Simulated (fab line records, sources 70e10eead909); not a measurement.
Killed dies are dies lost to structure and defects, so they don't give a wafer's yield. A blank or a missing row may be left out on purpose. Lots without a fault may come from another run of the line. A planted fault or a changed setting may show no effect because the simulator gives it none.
Which tool did it? | flow nand_harc | 23 lots, 69 wafers sampled, at 3 steps of a route of 1302

WHAT THE GAUGES READ, wafer by wafer
NHARC_A_STAIRCASE_INSPECT_155. Usual: raw_defect_count 440, standard deviation 140.
lot  | measured     | on                | raw_defect_count | flag
L074 | day 19 04:15 | defect_inspect-02 | 638 475 502      |
L076 | day 20 00:54 | defect_inspect-01 | 448 349 370      |
L077 | day 20 01:02 | defect_inspect-02 | 445 448 432      |
L078 | day 20 13:44 | defect_inspect-01 | 408 418 407      |
L079 | day 21 04:22 | defect_inspect-02 | 480 530 501      |
L081 | day 22 06:36 | defect_inspect-01 | 287 230 180      |
L075 | day 22 06:46 | defect_inspect-02 | 504 701 562      |
L082 | day 22 14:22 | defect_inspect-02 | 435 653 458      |
L080 | day 22 14:07 | defect_inspect-01 | 432 485 360      |
L084 | day 23 00:11 | defect_inspect-01 | 383 374 652      |
L083 | day 22 23:55 | defect_inspect-02 | 332 349 721      |
L085 | day 23 19:44 | defect_inspect-02 | 286 219 178      |
L086 | day 24 02:50 | defect_inspect-02 | 338 511 395      |
L087 | day 24 21:19 | defect_inspect-02 | 445 507 554      |
L090 | day 25 07:02 | defect_inspect-01 | 636 294 356      |
L089 | day 25 06:19 | defect_inspect-01 | 866 430 364      |
L088 | day 25 06:29 | defect_inspect-02 | 365 296 273      |
L092 | day 25 20:08 | defect_inspect-01 | 470 387 464      |
L091 | day 25 20:31 | defect_inspect-01 | 458 331 405      |
L093 | day 26 20:44 | defect_inspect-02 | 269 332 238      |
L096 | day 28 02:32 | defect_inspect-02 | 246 228 305      |
L094 | day 28 02:55 | defect_inspect-01 | 416 513 509      |
L097 | day 28 15:40 | defect_inspect-01 | 430 393 418      |

WHICH TOOL RAN EACH LOT (tool, then ch and the chambers of the sampled wafers, then the start)
lot  | NHARC_A_STAIRCASE_STRIP_476        | NHARC_A_STAIRCASE_DEP_151
L074 | rie_diel-06 ch 1,2,3, day 17 04:30 | pecvd-04 ch 0,2, day 17 18:19
L076 | rie_diel-12 ch 1,2, day 18 00:56   | pecvd-01 ch 0,2, day 18 12:08
L077 | rie_diel-09 ch 0,1,2, day 18 05:04 | pecvd-01 ch 0,1, day 18 18:57
L078 | rie_diel-12 ch 0,1, day 18 15:16   | pecvd-01 ch 0,1,2, day 19 05:05
L079 | rie_diel-12 ch 0,3, day 19 05:35   | pecvd-02 ch 0,1,2, day 19 16:30
L081 | rie_diel-12 ch 1,3, day 20 01:14   | pecvd-04 ch 0,1,2, day 20 12:16
L075 | rie_diel-06 ch 0,1,2, day 20 02:57 | pecvd-02 ch 0,1,2, day 20 12:16
L082 | rie_diel-06 ch 1,2,3, day 20 09:02 | pecvd-01 ch 1,2, day 20 21:31
L080 | rie_diel-12 ch 2,3, day 20 13:29   | pecvd-02 ch 0,1, day 21 00:47
L084 | rie_diel-06 ch 1,2, day 21 00:47   | pecvd-01 ch 0,2, day 21 11:56
L083 | rie_diel-12 ch 0,1,2, day 21 03:50 | pecvd-02 ch 0,1, day 21 12:19
L085 | rie_diel-12 ch 0,1, day 21 22:12   | pecvd-01 ch 0,1,2, day 22 09:26
L086 | rie_diel-12 ch 1,2,3, day 22 06:05 | pecvd-01 ch 0,1,2, day 22 17:04
L087 | rie_diel-12 ch 1,2,3, day 23 03:39 | pecvd-01 ch 0,2, day 23 14:46
L090 | rie_diel-09 ch 0,2,3, day 23 11:07 | pecvd-01 ch 1,2, day 23 22:10
L089 | rie_diel-06 ch 0,3, day 23 14:13   | pecvd-01 ch 0,2, day 24 02:05
L088 | rie_diel-06 ch 0,1, day 23 15:07   | pecvd-02 ch 0,1,2, day 23 22:10
L092 | rie_diel-06 ch 0,1,3, day 24 01:43 | pecvd-04 ch 1,2, day 24 13:20
L091 | rie_diel-12 ch 1,3, day 24 03:59   | pecvd-01 ch 1,2, day 24 13:33
L093 | rie_diel-06 ch 0,1,2, day 25 02:22 | pecvd-04 ch 0,1,2, day 25 13:25
L096 | rie_diel-12 ch 1,2,3, day 25 23:25 | pecvd-01 ch 0,2, day 26 10:30
L094 | rie_diel-12 ch 1,2, day 26 02:56   | pecvd-04 ch 0,1,2, day 26 18:03
L097 | rie_diel-09 ch 0,2, day 26 15:01   | pecvd-04 ch 0,2, day 27 02:43
- NHARC_A_STAIRCASE_STRIP_476: strips in O2, time 20 s.
- NHARC_A_STAIRCASE_DEP_151: deposits SiO2, target thk 7200 nm.

WHAT THE TOOLS THEMSELVES READ (means of the sampled wafers that have a number; where no wafer has one, the mark that the record gives instead)
NHARC_A_STAIRCASE_STRIP_476. Usual: drypump_motor_current_A 5.8 A, standard deviation 0.51; oes_product_au 1.001 a.u., standard deviation 0.0099; rf_vpp_V 57.8 V, standard deviation 0.93; showerhead_plenum_p_Torr 3.50 Torr, standard deviation 0.19; throttle_valve_pct 17.037 %, standard deviation 0.0082.
lot  | tool        | drypump_motor_current_A (A) | oes_product_au (a.u.) | rf_vpp_V (V) | showerhead_plenum_p_Torr (Torr) | throttle_valve_pct (%) | flag
L074 | rie_diel-06 | 5.2                         | 1.001                 | 57.9         | 3.52                            | 17.043                 |
L076 | rie_diel-12 | 6.2                         | 0.998                 | 57.6         | 3.34                            | 17.034                 |
L077 | rie_diel-09 | 5.9                         | 0.988                 | 57.8         | 3.60                            | 17.040                 |
L078 | rie_diel-12 | 6.4                         | 1.004                 | 57.5         | 3.51                            | 17.041                 |
L079 | rie_diel-12 | 6.0                         | 1.014                 | 57.3         | 3.38                            | 17.037                 |
L081 | rie_diel-12 | 6.1                         | 1.009                 | 58.2         | 3.65                            | 17.037                 |
L075 | rie_diel-06 | 5.2                         | 0.995                 | 57.9         | 3.52                            | 17.037                 |
L082 | rie_diel-06 | 5.2                         | 0.994                 | 58.0         | 3.50                            | 17.043                 |
L080 | rie_diel-12 | 5.6                         | 0.997                 | 58.1         | 3.50                            | 17.035                 |
L084 | rie_diel-06 | 5.1                         | 0.996                 | 58.1         | 3.65                            | 17.039                 |
L083 | rie_diel-12 | 6.1                         | 0.997                 | 57.9         | 3.42                            | 17.044                 |
L085 | rie_diel-12 | 6.5                         | 1.007                 | 57.9         | 3.49                            | 17.036                 |
L086 | rie_diel-12 | 6.0                         | 1.009                 | 57.9         | 3.48                            | 17.046                 |
L087 | rie_diel-12 | 5.9                         | 1.011                 | 57.6         | 3.48                            | 17.039                 |
L090 | rie_diel-09 | 5.9                         | 1.001                 | 58.5         | 3.59                            | 17.037                 |
L089 | rie_diel-06 | 5.4                         | 0.999                 | 58.2         | 3.32                            | 17.036                 |
L088 | rie_diel-06 | 5.3                         | 1.004                 | 58.0         | 3.60                            | 17.027                 |
L092 | rie_diel-06 | 5.3                         | 0.996                 | 56.9         | 3.45                            | 17.038                 |
L091 | rie_diel-12 | 6.4                         | 1.006                 | 57.3         | 3.47                            | 17.033                 |
L093 | rie_diel-06 | 5.2                         | 1.003                 | 57.7         | 3.50                            | 17.035                 |
L096 | rie_diel-12 | 6.0                         | 1.010                 | 57.6         | 3.47                            | 17.038                 |
L094 | rie_diel-12 | 5.8                         | 1.001                 | 57.5         | 3.31                            | 17.046                 |
L097 | rie_diel-09 | 5.7                         | 1.006                 | 56.6         | 3.43                            | 17.036                 |

NHARC_A_STAIRCASE_DEP_151. Usual: heater_power_w 662 W, standard deviation 120.
lot  | tool     | heater_power_w (W) | flag
L074 | pecvd-04 | 633                |
L076 | pecvd-01 | 798                |
L077 | pecvd-01 | 793                |
L078 | pecvd-01 | 720                |
L079 | pecvd-02 | 621                |
L081 | pecvd-04 | 632                |
L075 | pecvd-02 | 729                |
L082 | pecvd-01 | 631                |
L080 | pecvd-02 | 675                |
L084 | pecvd-01 | 711                |
L083 | pecvd-02 | 677                |
L085 | pecvd-01 | 705                |
L086 | pecvd-01 | 724                |
L087 | pecvd-01 | 730                |
L090 | pecvd-01 | 640                |
L089 | pecvd-01 | 691                |
L088 | pecvd-02 | 661                |
L092 | pecvd-04 | 549                |
L091 | pecvd-01 | 606                |
L093 | pecvd-04 | 598                |
L096 | pecvd-01 | 816                |
L094 | pecvd-04 | 598                |
L097 | pecvd-04 | 688                |

THE ANSWER, worked out from the rows above alone
Rule: a lot is off if the mean of its wafers that have a number lies more than 3 standard deviations from the usual mean. A lot without any number at a reading at which 4 lots or more have one is off too. The other lots that the step has rows for count as sound. The gauges are gone through in route order, then the tools' own readings, and for those a lot's mean is taken as printed above. The first step at which some lot is off is used, and at that step the reading that is off furthest; a lot without a number counts as furthest.
No lot is off at any reading shown: from this, nothing can be told.

WHAT THE SIMULATOR HAD PUT IN
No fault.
